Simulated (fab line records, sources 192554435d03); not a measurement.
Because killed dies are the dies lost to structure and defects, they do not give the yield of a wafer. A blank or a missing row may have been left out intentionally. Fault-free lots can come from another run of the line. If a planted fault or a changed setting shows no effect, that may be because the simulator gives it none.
fab line records    flow n5_finfet
record lots=7  wafers=21
route steps=1938 shown ILD0@338 GATE_CUT@490 MOL_CONTACT_COAG@559 BEOL_M0_SAQP@637 BEOL_M2@881 BEOL_M3@980
start_h: start of the lot's first displayed wafer, in hours after the record's first day    wait_h: hours elapsed since this lot's preceding step    " unchanged from the row above    L1.1+2: several wafers, shown together as one row    - no value, or no start was given    * or withheld: withheld    < > ~ a bound
route shown NAME@n: a module of which the file shows steps, and the number in the route of the first    usual: the fault-free wafers' mean and standard deviation    same: alike in all rows    chamber/n: place in a boat    sites: each site's reading    _std_site: the standard deviation of these    _edge_site: mean of outer sites minus mean of inner sites    radius_mm: how far each site lies from the wafer's centre    mask NAME#n: copy n    behind: the most recent tool/chamber to have shaped the wafer    hold: what put the lot on hold/how long, in hours/how the hold closed    device: transistor that didn't switch, given as n, p or np    end of line: the route-end tests of the same wafers    a step given without rows: its recipe and nothing more    killed: the dies lost at the first sort to structure and to defects; this is not the yield of the wafer    map: per-die view of a wafer (x killed, . not killed, _ where there is no die)
set.NAME: the setting the step ran with; set.NAME@STEP: the setting that earlier step ran with    model.NAME: the simulator's own value behind a step, which no gauge read
one table per step and one row per wafer, for lots whose settings were changed on purpose
## steps
# step N5_ILD0_CMP_03
# recipe stop_on=SiNx  t_overpolish_s=1.9  post_cmp_clean=alkaline_brush  down_force_psi=4.1491  platen_rpm=51.796  pad_velocity_m_s=1.0306  target_thk_nm=197.38
# usual time_to_endpoint_s=71/3.9
lot.wafer  tool    chamber  start_h  wait_h  set.down_force_psi  time_to_endpoint_s
L076.4     cmp-01  0        73.69    0.0     3.323               83
L076.2     "       2        "        "       4.1491              69
L076.6     "       1        "        "       3.323               82
L078.1     cmp-01  3        88.74    0.1     4.1491              69
L078.3     "       1        "        "       4.1491              67
L078.6     "       3        "        "       5.006               58
L079.2     cmp-01  1        94.15    0.1     4.1491              68
L079.5     "       0        "        "       4.567               62
L079.6     "       1        "        "       4.1491              70
L083.3     cmp-02  1        115.80   0.0     4.1491              75
L083.6     "       1        "        "       4.1491              74
L083.5     "       2        "        "       4.1491              74
L086.1     cmp-01  0        136.88   0.0     4.1491              69
L086.6     "       0        "        "       4.1491              69
L086.5     "       1        "        "       4.733               59
L094.2     cmp-02  3        180.88   0.1     4.788               69
L094.3     "       0        "        "       4.1491              79
L094.6     "       2        "        "       4.788               68
L096.2     cmp-03  1        202.46   0.1     4.1491              66
L096.5     "       0        "        "       4.504               60
L096.6     "       1        "        "       4.1491              68
# step N5_ILD0_CMP_12
# recipe stop_on=poly-Si  material=SiNx  t_overpolish_s=6  post_cmp_clean=alkaline_brush  down_force_psi=2.5  platen_rpm=51.8  pad_velocity_m_s=1.0307  target_thk_nm=17.67
# usual time_to_endpoint_s=29.2/2.3
lot.wafer  tool    chamber  start_h  wait_h  set.down_force_psi  time_to_endpoint_s
L076.2     cmp-02  0        77.28    1.1     3.021               21.4
L076.4     "       3        "        "       3.021               22.0
L076.6     "       0        "        "       3.021               22.2
L078.1     cmp-01  0        93.13    1.1     2.826               25.5
L078.3     "       2        "        "       2.826               25.0
L078.6     "       1        "        "       2.5                 27.8
L079.2     cmp-01  3        97.69    1.2     2.5                 31.7
L079.6     "       2        "        "       2.767               26.3
L079.5     "       3        "        "       2.5                 28.7
L083.3     cmp-01  0        119.45   1.2     2.5                 30.4
L083.6     "       1        "        "       2.5                 30.0
L083.5     "       2        "        "       2.5                 28.1
L086.1     cmp-02  3        140.41   1.1     2.5                 28.3
L086.6     "       3        "        "       2.5                 30.5
L086.5     "       0        "        "       2.5                 28.1
L094.2     cmp-02  3        184.38   1.1     2.5                 33.7
L094.3     "       2        "        "       2.951               28.5
L094.6     "       0        "        "       2.951               28.1
L096.2     cmp-01  3        206.37   1.4     2.056               37.6
L096.5     "       3        "        "       2.5                 28.4
L096.6     "       0        "        "       2.5                 31.5
# step N5_GATE_CUT_DESCUM_18
# recipe chemistry=O2  time_s=7  source_power_w=50  bias_power_w=20  pressure_mtorr=20  rf_frequency_hz=2.712e+07  temp_c=40  resist=CAR-EUV  o2_flow_sccm=225
lot.wafer   tool         chamber  start_h  wait_h  set.time_s  model.CAR-EUV_of_GATE_CUT_COAT_07.thk_nm
L076.2+4    rie_diel-03  3,2      95.67    0.0     7           26.2
L076.6      "            1        "        "       6.553       26.4
L078.1+3+6  rie_diel-02  0,2,0    112.36   0.0     7           26.2
L079.2      rie_diel-03  0        116.22   0.0     7           26.4
L079.5      "            2        "        "       6.323       26.6
L079.6      "            3        "        "       7           26.2
L083.3+5+6  rie_diel-02  0,2,0    138.59   0.0     7           26
L086.1+5    rie_diel-03  3        161.04   0.0     7           26
L086.6      "            0        "        "       8.279       25.6
L094.2+6    rie_diel-03  2,1      202.98   0.0     7           26.2
L094.3      "            3        "        "       7.74        25.8
L096.2+5    rie_diel-03  1,3      224.81   0.0     7           26
L096.6      "            0        "        "       7           26.2
# step N5_GATE_CUT_ETCH_28
# recipe chemistry=N2/H2  target=underlayer  target_depth_a=130  mask_material=CAR-EUV  time_s=10.4  ion_energy_ev=200  pressure_mtorr=30  source_w=840  bias_w=150  n2_flow_sccm=200  h2_flow_sccm=200  ends=cleared
lot.wafer   tool         chamber  start_h  wait_h  set.time_s@GATE_CUT_DESCUM_18  model.CAR-EUV_of_GATE_CUT_COAT_07.thk_nm
L076.2+4    rie_diel-03  3,2      95.71    0.0     7                              14.6
L076.6      "            1        "        "       6.553                          14.8
L078.1      rie_diel-02  0        112.39   0.0     7                              14.8
L078.3+6    "            2,0      "        "       7                              14.6
L079.2+6    rie_diel-03  0,3      116.25   0.0     7                              14.8
L079.5      "            2        "        "       6.323                          15.2
L083.3+5+6  rie_diel-02  0,2,0    138.63   0.0     7                              14.6
L086.1+5    rie_diel-03  3        161.07   0.0     7                              14.6
L086.6      "            0        "        "       8.279                          14.2
L094.2+6    rie_diel-03  2,1      203.02   0.0     7                              14.8
L094.3      "            3        "        "       7.74                           14.4
L096.2+5    rie_diel-03  1,3      224.85   0.0     7                              14.6
L096.6      "            0        "        "       7                              14.8
# step N5_GATE_CUT_ETCH_37
# recipe chemistry=N2/H2  target=SOC  target_depth_a=600  overetch_a=120  mask_material=SiARC  temp_c=40  time_s=90  ion_energy_ev=200  pressure_mtorr=30  source_w=840  bias_w=150  n2_flow_sccm=200  h2_flow_sccm=200
# usual rf_vpp_V=522.8/2.4
lot.wafer  tool         chamber  start_h  wait_h  set.bias_w  rf_vpp_V  model.SiARC_of_GATE_CUT_COAT_35.thk_nm
L076.2     rie_diel-03  3        95.75    0.0     150         522.2     6
L076.4     "            2        "        "       150         520.3     6
L076.6     "            1        "        "       124.8       468.3     6.8
L078.1     rie_diel-02  0        112.44   0.0     150         523.6     6.2
L078.3     "            2        "        "       131.4       480.7     6.8
L078.6     "            0        "        "       131.4       480.2     6.8
L079.2     rie_diel-03  0        116.30   0.0     175.7       575.8     5.2
L079.5     "            2        "        "       175.7       575.9     5.2
L079.6     "            3        "        "       175.7       577.9     5.2
L083.3     rie_diel-02  0        138.67   0.0     150         523.1     6
L083.5     "            2        "        "       150         524.2     6
L083.6     "            0        "        "       150         525.1     6
L086.1     rie_diel-03  3        161.12   0.0     150         519.5     6
L086.5     "            3        "        "       150         521.5     6
L086.6     "            0        "        "       161         545.2     5.6
L094.2     rie_diel-03  2        203.06   0.0     150         520.0     6
L094.3     "            3        "        "       150         521.5     6
L094.6     "            1        "        "       150         526.7     5.8
L096.2     rie_diel-03  1        224.89   0.0     150         525.8     5.8
L096.5     "            3        "        "       150         522.1     6
L096.6     "            0        "        "       150         521.1     6
# step N5_GATE_CUT_ALD_22
# recipe material=SiNx  target_thk_a=160  temp_c=400  ald_precursor_family=SiH2I2  ald_co_reactant=N2/H2-plasma  pulse_time_s=1  ald_cycles=320  purge_time_s=2  co_reactant_purge_time_s=2  pressure_torr=2
lot.wafer   tool        chamber  start_h  wait_h  set.ald_cycles  model.SiNx_of_GATE_CUT_ALD_22.thk_nm
L076.2+4    ald_sin-01  0,1      96.51    0.0     320             16
L076.6      "           0        "        "       297             14.8
L078.1+3    ald_sin-03  3,2      113.83   0.4     285             14.2
L078.6      "           2        "        "       320             16
L079.2+6    ald_sin-02  0,1      117.33   0.0     278             13.8
L079.5      "           0        "        "       320             16
L083.3      ald_sin-03  3        139.43   0.0     320             16.2
L083.5+6    "           0,1      "        "       320             16
L086.1+5+6  ald_sin-01  0,1,2    161.89   0.0     354             17.6
L094.2+3+6  ald_sin-01  2,3,3    203.83   0.0     320             16
L096.2      ald_sin-02  0        225.99   0.4     320             16
L096.5+6    "           1,2      "        "       303             15
# step N5_MOL_CONTACT_COAG_ALD_27
# recipe material=SiOC  target_thk_a=170  temp_c=400  ald_precursor_family=carbosiloxane  ald_co_reactant=H2-plasma  pulse_time_s=1.5  time_s=2720  purge_time_s=2  co_reactant_purge_time_s=2  ald_cycles=340  pressure_torr=2
lot.wafer   tool        chamber  start_h  wait_h  set.time_s  model.SiOC_of_MOL_CONTACT_COAG_ALD_27.thk_nm
L076.2      ald_sin-03  3        107.76   0.0     2720        17
L076.4+6    "           2,1      "        "       3217        17
L078.1      ald_sin-01  2        124.98   0.0     2720        17
L078.3      "           3        "        "       2204        13.6
L078.6      "           1        "        "       2720        16.8
L079.2      ald_sin-04  3        127.84   0.0     2720        16.8
L079.5+6    "           3,0      "        "       3065        17
L083.3      ald_sin-01  3        147.64   0.7     2720        17
L083.5+6    "           1,0      "        "       2720        16.8
L086.1      ald_sin-04  0        173.49   0.0     2720        17.2
L086.5+6    "           1,2      "        "       2720        17
L094.2+3+6  ald_sin-03  2,1,1    215.07   0.0     2720        17
L096.2+6    ald_sin-04  1,0      234.28   0.0     2298        14.4
L096.5      "           1        "        "       2720        17
# step N5_MOL_CONTACT_COAG_EXPOSE_81
# recipe mask_id=VG  na=0.33  source_shape=annular  sigma_inner=0.3  sigma_outer=0.7  polarization=unpolarized  defocus_nm=0  dose_mj=59.5
lot.wafer   tool            chamber  start_h  wait_h  mask  set.dose_mj
L076.2+4+6  euv_scanner-02  0        110.57   -       VG#0  55.07
L078.1+3+6  euv_scanner-02  0        127.71   -       VG#0  59.5
L079.2+5+6  euv_scanner-01  0        130.58   -       VG#0  59.5
L083.3+5+6  euv_scanner-01  0        150.67   -       VG#0  59.5
L086.1+6    euv_scanner-02  0        176.09   -       VG#0  59.5
L086.5      "               0        "        "       VG#0  56.16
L094.2+3    euv_scanner-01  0        217.70   -       VG#0  55.56
L094.6      "               0        "        "       VG#0  59.5
L096.2+5    euv_scanner-02  0        237.21   -       VG#0  55.05
L096.6      "               0        "        "       VG#0  59.5
# step N5_MOL_CONTACT_COAG_PEB_82
# recipe peb_temp_c=100  peb_time_s=60  resist=CAR-EUV
# step N5_MOL_CONTACT_COAG_DEVELOP_83
# recipe develop_time_s=30  developer=TMAH  resist=CAR-EUV  rinse_liquid=surfactant_rinse  dry=air_spin  dev_temp_c=23
# step N5_MOL_CONTACT_COAG_CD_MEAS_84
# recipe target_cd_nm=25.1  landing_energy_ev=500  detector=se_inlens  polarity=opening
# usual cd_nm=25.07/0.28
lot.wafer  tool       chamber  start_h  wait_h  set.dose_mj@MOL_CONTACT_COAG_EXPOSE_81  cd_nm
L076.2     cd_sem-02  0        110.71   -       55.07                                   23.38
L076.4     "          0        "        "       55.07                                   23.50
L076.6     "          0        "        "       55.07                                   23.90
L078.1     cd_sem-02  0        127.86   -       59.5                                    25.22
L078.3     "          0        "        "       59.5                                    25.19
L078.6     "          0        "        "       59.5                                    25.49
L079.2     cd_sem-03  0        130.71   -       59.5                                    25.49
L079.5     "          0        "        "       59.5                                    24.96
L079.6     "          0        "        "       59.5                                    25.20
L083.3     cd_sem-02  0        150.79   -       59.5                                    25.26
L083.5     "          0        "        "       59.5                                    25.58
L083.6     "          0        "        "       59.5                                    25.56
L086.1     cd_sem-01  0        176.23   -       59.5                                    25.24
L086.5     "          0        "        "       56.16                                   23.83
L086.6     "          0        "        "       59.5                                    24.83
L094.2     cd_sem-02  0        217.84   -       55.56                                   23.80
L094.3     "          0        "        "       55.56                                   23.78
L094.6     "          0        "        "       59.5                                    25.01
L096.2     cd_sem-03  0        237.35   -       55.05                                   23.15
L096.5     "          0        "        "       55.05                                   23.46
L096.6     "          0        "        "       59.5                                    25.11
# step N5_MOL_CONTACT_COAG_PRECLEAN_144
# recipe chemistry=alkaline_clean  temp_c=60  time_s=60  do_ppb=50
# step N5_MOL_CONTACT_COAG_SRD_145
# recipe dry=ipa_marangoni  time_s=30  temp_c=23  rinse_liquid=diw
# step N5_MOL_CONTACT_COAG_CD_MEAS_137
# recipe target_cd_nm=16
# usual cd_nm=16.0/0.3
lot.wafer  tool       chamber  start_h  wait_h  set.dose_mj@MOL_CONTACT_COAG_EXPOSE_81  cd_nm
L076.2     cd_sem-02  -        111.64   0.0     55.07                                   14.2
L076.4     "          -        "        "       55.07                                   14.6
L076.6     "          -        "        "       55.07                                   15.0
L078.1     cd_sem-01  -        128.78   0.0     59.5                                    16.2
L078.3     "          -        "        "       59.5                                    16.1
L078.6     "          -        "        "       59.5                                    16.1
L079.2     cd_sem-02  -        131.76   0.0     59.5                                    16.1
L079.5     "          -        "        "       59.5                                    15.8
L079.6     "          -        "        "       59.5                                    16.5
L083.3     cd_sem-01  -        151.94   0.0     59.5                                    16.5
L083.5     "          -        "        "       59.5                                    16.5
L083.6     "          -        "        "       59.5                                    16.5
L086.1     cd_sem-01  -        177.25   0.0     59.5                                    16.0
L086.5     "          -        "        "       56.16                                   15.0
L086.6     "          -        "        "       59.5                                    16.3
L094.2     cd_sem-03  -        218.78   0.0     55.56                                   14.5
L094.3     "          -        "        "       55.56                                   14.2
L094.6     "          -        "        "       59.5                                    15.6
L096.2     cd_sem-01  -        238.59   0.0     55.05                                   14.2
L096.5     "          -        "        "       55.05                                   14.2
L096.6     "          -        "        "       59.5                                    15.8
# step N5_BEOL_M0_SAQP_PECVD_97
# recipe material=SiNx  target_thk_a=230  temp_c=350  precursor=SiH4/NH3/N2  pressure_torr=1.5  rf_w=300  time_s=19.9
lot.wafer  tool      chamber  start_h  wait_h  set.time_s  model.SiNx_of_BEOL_M0_SAQP_PECVD_97.thk_nm
L076.2     pecvd-03  0        119.31   0.0     21.99       25.2
L076.4     "         0        "        "       19.9        22.8
L076.6     "         2        "        "       19.9        23.2
L078.1     pecvd-03  0        135.37   0.0     19.9        23.2
L078.3     "         2        "        "       19.9        23
L078.6     "         0        "        "       19.9        23.4
L079.2     pecvd-01  1        140.16   0.0     22.54       26
L079.5     "         1        "        "       19.9        23.4
L079.6     "         2        "        "       22.54       26.2
L083.3     pecvd-03  2        160.70   0.0     19.9        22.6
L083.5     "         0        "        "       19.9        23.2
L083.6     "         2        "        "       19.9        23.4
L086.1     pecvd-01  0        183.37   0.0     21.44       24.8
L086.5     "         0        "        "       19.9        23.2
L086.6     "         2        "        "       19.9        23.4
L094.2+3   pecvd-02  0,2      225.45   0.0     19.9        22.6
L094.6     "         1        "        "       19.9        23.2
L096.2     pecvd-03  0        246.48   0.0     21.36       24.4
L096.5+6   "         1,2      "        "       19.9        23.2
# step N5_BEOL_M0_SAQP_COAT_08
# recipe resist=CAR-ArF  spin_rpm=1500  resist_thk_nm=90
lot.wafer  tool            chamber  start_h  wait_h  set.spin_rpm  model.CAR-ArF_of_BEOL_M0_SAQP_COAT_08.thk_nm
L076.2     litho_track-05  0        -        -       1383          94
L076.4     "               0        "        "       1500          90
L076.6     "               0        "        "       1383          93.8
L078.1     litho_track-04  0        -        -       1500          89.6
L078.3     "               0        "        "       1500          89.8
L078.6     "               0        "        "       1621          86.4
L079.2     litho_track-04  0        -        -       1635          85.4
L079.5     "               0        "        "       1635          86
L079.6     "               0        "        "       1500          89.6
L083.3     litho_track-01  0        -        -       1500          90
L083.5     "               0        "        "       1500          90.2
L083.6     "               0        "        "       1500          90.4
L086.1     litho_track-04  0        -        -       1500          90.2
L086.5     "               0        "        "       1500          90.4
L086.6     "               0        "        "       1430          92.6
L094.2+6   litho_track-05  0        -        -       1500          90.4
L094.3     "               0        "        "       1500          90.2
L096.2+6   litho_track-05  0        -        -       1500          90
L096.5     "               0        "        "       1500          89.8
# step N5_BEOL_M0_SAQP_EBR_10
# recipe solvent=PGMEA  ebr_width_mm=1.5
# step N5_BEOL_M0_SAQP_SOFTBAKE_09
# recipe temp_c=110  time_s=60  resist=CAR-ArF
# step N5_BEOL_M0_SAQP_EXPOSE_11
# recipe mask_id=M0_CORE  na=1.35  source_shape=dipole  sigma_inner=0.538  sigma_outer=0.738  polarization=te  target_cd_nm=42  dose_mj=55
# step N5_BEOL_M0_SAQP_PEB_12
# recipe peb_temp_c=withheld  peb_time_s=60  resist=CAR-ArF
# step N5_BEOL_M0_SAQP_DEVELOP_13
# recipe develop_time_s=30  developer=TMAH  resist=CAR-ArF  dev_temp_c=23  rinse_liquid=diw  dry=air_spin
lot.wafer   tool            chamber  start_h  wait_h  set.spin_rpm@BEOL_M0_SAQP_COAT_08  model.CAR-ArF_of_BEOL_M0_SAQP_COAT_08.thk_nm
L076.2      litho_track-05  0        -        -       1383                               92.4
L076.4      "               0        "        "       1500                               88.2
L076.6      "               0        "        "       1383                               92.2
L078.1      litho_track-01  0        -        -       1500                               87.8
L078.3      "               0        "        "       1500                               88
L078.6      "               0        "        "       1621                               84.6
L079.2      litho_track-04  0        -        -       1635                               83.6
L079.5      "               0        "        "       1635                               84.2
L079.6      "               0        "        "       1500                               88
L083.3      litho_track-01  0        -        -       1500                               88.4
L083.5+6    "               0        "        "       1500                               88.6
L086.1+5    litho_track-05  0        -        -       1500                               88.6
L086.6      "               0        "        "       1430                               90.8
L094.2+3+6  litho_track-01  0        -        -       1500                               88.6
L096.2+5+6  litho_track-01  0        -        -       1500                               88.2
# step N5_BEOL_M0_SAQP_COAT_34
# recipe resist=CAR-EUV  spin_rpm=1500  resist_thk_nm=30
lot.wafer   tool            chamber  start_h  wait_h  set.spin_rpm  model.CAR-EUV_of_BEOL_M0_SAQP_COAT_34.thk_nm
L076.2+6    litho_track-05  0        -        -       1550          29.6
L076.4      "               0        "        "       1500          30.2
L078.1+3+6  litho_track-04  0        -        -       1500          30
L079.2      litho_track-04  0        -        -       1426          30.6
L079.5+6    "               0        "        "       1500          29.8
L083.3      litho_track-04  0        -        -       1500          29.8
L083.5+6    "               0        "        "       1500          30
L086.1+6    litho_track-01  0        -        -       1371          31.6
L086.5      "               0        "        "       1500          30
L094.2+3    litho_track-04  0        -        -       1500          30
L094.6      "               0        "        "       1634          28.8
L096.2      litho_track-04  0        -        -       1500          30.2
L096.5      "               0        "        "       1500          30
L096.6      "               0        "        "       1668          28.6
# step N5_BEOL_M0_SAQP_EBR_36
# recipe solvent=PGMEA  ebr_width_mm=1.5
# step N5_BEOL_M0_SAQP_SOFTBAKE_35
# recipe temp_c=110  time_s=60  resist=CAR-EUV
# step N5_BEOL_M0_SAQP_EXPOSE_37
# recipe mask_id=M0_CUT1  na=0.33  source_shape=annular  sigma_inner=0.35  sigma_outer=0.8  polarization=unpolarized  target_cd_nm=30  dose_mj=44.75
# step N5_BEOL_M0_SAQP_PEB_38
# recipe peb_temp_c=100  peb_time_s=60  resist=CAR-EUV
# step N5_BEOL_M0_SAQP_DEVELOP_39
# recipe develop_time_s=30  developer=TMAH  resist=CAR-EUV  rinse_liquid=surfactant_rinse  dry=air_spin  dev_temp_c=23
lot.wafer  tool            chamber  start_h  wait_h  set.spin_rpm@BEOL_M0_SAQP_COAT_34  model.CAR-EUV_of_BEOL_M0_SAQP_COAT_34.thk_nm
L076.2+6   litho_track-04  0        -        -       1550                               29.2
L076.4     "               0        "        "       1500                               29.8
L078.1+6   litho_track-01  0        -        -       1500                               29.6
L078.3     "               0        "        "       1500                               29.4
L079.2     litho_track-04  0        -        -       1426                               30.2
L079.5+6   "               0        "        "       1500                               29.4
L083.3+6   litho_track-01  0        -        -       1500                               29.4
L083.5     "               0        "        "       1500                               29.6
L086.1+6   litho_track-04  0        -        -       1371                               31
L086.5     "               0        "        "       1500                               29.6
L094.2     litho_track-05  0        -        -       1500                               29.6
L094.3     "               0        "        "       1500                               29.4
L094.6     "               0        "        "       1634                               28.2
L096.2+5   litho_track-05  0        -        -       1500                               29.6
L096.6     "               0        "        "       1668                               28.2
# step N5_BEOL_M2_ETCH_69
# recipe chemistry=CF4  target=SiARC  target_depth_a=156  mask_material=CAR-EUV  time_s=26  ion_energy_ev=80  pressure_mtorr=40  source_w=545  bias_w=36  Ar_flow_sccm=100  cf4_flow_sccm=100  ends=cleared
# usual etch_rf_on_time_s=25.8/0.36  rf_vpp_V=184.3/1.3
lot.wafer  tool         chamber  start_h  wait_h  set.bias_w  etch_rf_on_time_s  rf_vpp_V
L076.2     rie_diel-01  0        146.69   0.0     36          25.8               183.9
L076.4     "            2        "        "       31.48       26.4               167.8
L076.6     "            2        "        "       31.48       26.5               168.2
L078.1     rie_diel-06  2        162.29   0.0     36          26.3               184.7
L078.3     "            0        "        "       36          25.5               185.9
L078.6     "            3        "        "       30.79       27.5               166.7
L079.2     rie_diel-05  1        166.23   0.0     36          25.6               185.0
L079.5     "            2        "        "       36          25.4               183.2
L079.6     "            1        "        "       36          25.3               184.7
L083.3     rie_diel-06  3        191.27   0.0     36          26.1               186.0
L083.5     "            1        "        "       36          25.8               185.0
L083.6     "            0        "        "       36          25.6               186.2
L086.1     rie_diel-01  0        211.31   0.0     36          26.1               184.4
L086.5     "            3        "        "       36          26.0               184.8
L086.6     "            0        "        "       38.77       25.5               192.2
L094.2     rie_diel-06  3        253.38   0.0     32.77       26.3               175.0
L094.3     "            3        "        "       36          25.6               184.4
L094.6     "            3        "        "       36          25.6               183.4
L096.2     rie_diel-01  0        270.72   0.0     36          25.0               181.6
L096.5     "            3        "        "       31.43       27.1               167.0
L096.6     "            0        "        "       31.43       26.1               169.1
# step N5_BEOL_M3_TRENCH_ETCH_37
# recipe chemistry=C4F6/O2  target_depth_a=555.55  target=SiOC  time_s=29.2  ion_energy_ev=250  pressure_mtorr=30  source_w=355  bias_w=185  Ar_flow_sccm=300  C4F6_flow_sccm=10  O2_flow_sccm=10
# usual rf_vpp_V=663/6.4
lot.wafer  tool         chamber  start_h  wait_h  set.source_w  rf_vpp_V
L076.2     rie_diel-02  1        -        -       332.9         679
L076.4     "            1        "        "       355           656
L076.6     "            0        "        "       332.9         682
L078.1     rie_diel-04  3        -        -       355           662
L078.3     "            2        "        "       393.8         627
L078.6     "            2        "        "       355           662
L079.2     rie_diel-02  1        -        -       393.3         622
L079.5     "            1        "        "       393.3         622
L079.6     "            3        "        "       355           670
L083.3     rie_diel-04  3        -        -       355           661
L083.5     "            0        "        "       355           666
L083.6     "            3        "        "       355           661
L086.1     rie_diel-04  3        -        -       355           663
L086.5     "            2        "        "       355           661
L086.6     "            1        "        "       355           677
L094.2     rie_diel-03  3        -        -       315.6         693
L094.3     "            2        "        "       355           659
L094.6     "            3        "        "       315.6         692
L096.2     rie_diel-04  3        -        -       355           659
L096.5     "            3        "        "       355           662
L096.6     "            2        "        "       355           661
## key
split step=N5_ILD0_CMP_03  setting=down_force_psi  stated=4.1491  by=wafer
response step=N5_ILD0_CMP_03  reading=time_to_endpoint_s  change=*  per=1%  r=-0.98
split step=N5_ILD0_CMP_12  setting=down_force_psi  stated=2.5  by=wafer
response step=N5_ILD0_CMP_12  reading=time_to_endpoint_s  change=*  per=1%  r=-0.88
split step=N5_GATE_CUT_DESCUM_18  setting=time_s  stated=7  by=wafer
response step=N5_GATE_CUT_DESCUM_18  reading=model.CAR-EUV_of_GATE_CUT_COAT_07.thk_nm  change=-0.0271  per=1%  r=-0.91
response step=N5_GATE_CUT_ETCH_28  reading=model.CAR-EUV_of_GATE_CUT_COAT_07.thk_nm  change=-0.0288  per=1%  r=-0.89
split step=N5_GATE_CUT_ETCH_37  setting=bias_w  stated=150  by=wafer
response step=N5_GATE_CUT_ETCH_37  reading=rf_vpp_V  change=+3.28  per=1%  r=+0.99
response step=N5_GATE_CUT_ETCH_37  reading=model.SiARC_of_GATE_CUT_COAT_35.thk_nm  change=-0.0486  per=1%  r=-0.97
split step=N5_GATE_CUT_ALD_22  setting=ald_cycles  stated=320  by=wafer
response step=N5_GATE_CUT_ALD_22  reading=model.SiNx_of_GATE_CUT_ALD_22.thk_nm  change=+0.168  per=1%  r=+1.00
split step=N5_MOL_CONTACT_COAG_ALD_27  setting=time_s  stated=2720  by=wafer
response step=N5_MOL_CONTACT_COAG_ALD_27  reading=model.SiOC_of_MOL_CONTACT_COAG_ALD_27.thk_nm  shape=bent  at_lowest=13.6  at_stated=16.96  at_highest=17
split step=N5_MOL_CONTACT_COAG_EXPOSE_81  setting=dose_mj  stated=59.5  by=wafer
response step=N5_MOL_CONTACT_COAG_CD_MEAS_84  reading=cd_nm  change=+0.216  per=1%  r=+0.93
response step=N5_MOL_CONTACT_COAG_CD_MEAS_137  reading=cd_nm  change=+0.201  per=1%  r=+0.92
split step=N5_BEOL_M0_SAQP_PECVD_97  setting=time_s  stated=19.9  by=wafer
response step=N5_BEOL_M0_SAQP_PECVD_97  reading=model.SiNx_of_BEOL_M0_SAQP_PECVD_97.thk_nm  change=+0.198  per=1%  r=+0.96
split step=N5_BEOL_M0_SAQP_COAT_08  setting=spin_rpm  stated=1500  by=wafer
response step=N5_BEOL_M0_SAQP_COAT_08  reading=model.CAR-ArF_of_BEOL_M0_SAQP_COAT_08.thk_nm  change=-0.45  per=1%  r=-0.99
response step=N5_BEOL_M0_SAQP_DEVELOP_13  reading=model.CAR-ArF_of_BEOL_M0_SAQP_COAT_08.thk_nm  change=-0.462  per=1%  r=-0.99
split step=N5_BEOL_M0_SAQP_COAT_34  setting=spin_rpm  stated=1500  by=wafer
response step=N5_BEOL_M0_SAQP_COAT_34  reading=model.CAR-EUV_of_BEOL_M0_SAQP_COAT_34.thk_nm  change=-0.15  per=1%  r=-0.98
response step=N5_BEOL_M0_SAQP_DEVELOP_39  reading=model.CAR-EUV_of_BEOL_M0_SAQP_COAT_34.thk_nm  change=-0.144  per=1%  r=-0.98
split step=N5_BEOL_M2_ETCH_69  setting=bias_w  stated=36  by=wafer
response step=N5_BEOL_M2_ETCH_69  reading=etch_rf_on_time_s  change=*  per=1%  r=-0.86
response step=N5_BEOL_M2_ETCH_69  reading=rf_vpp_V  change=+1.17  per=1%  r=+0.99
split step=N5_BEOL_M3_TRENCH_ETCH_37  setting=source_w  stated=355  by=wafer
response step=N5_BEOL_M3_TRENCH_ETCH_37  reading=rf_vpp_V  change=-3.57  per=1%  r=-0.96
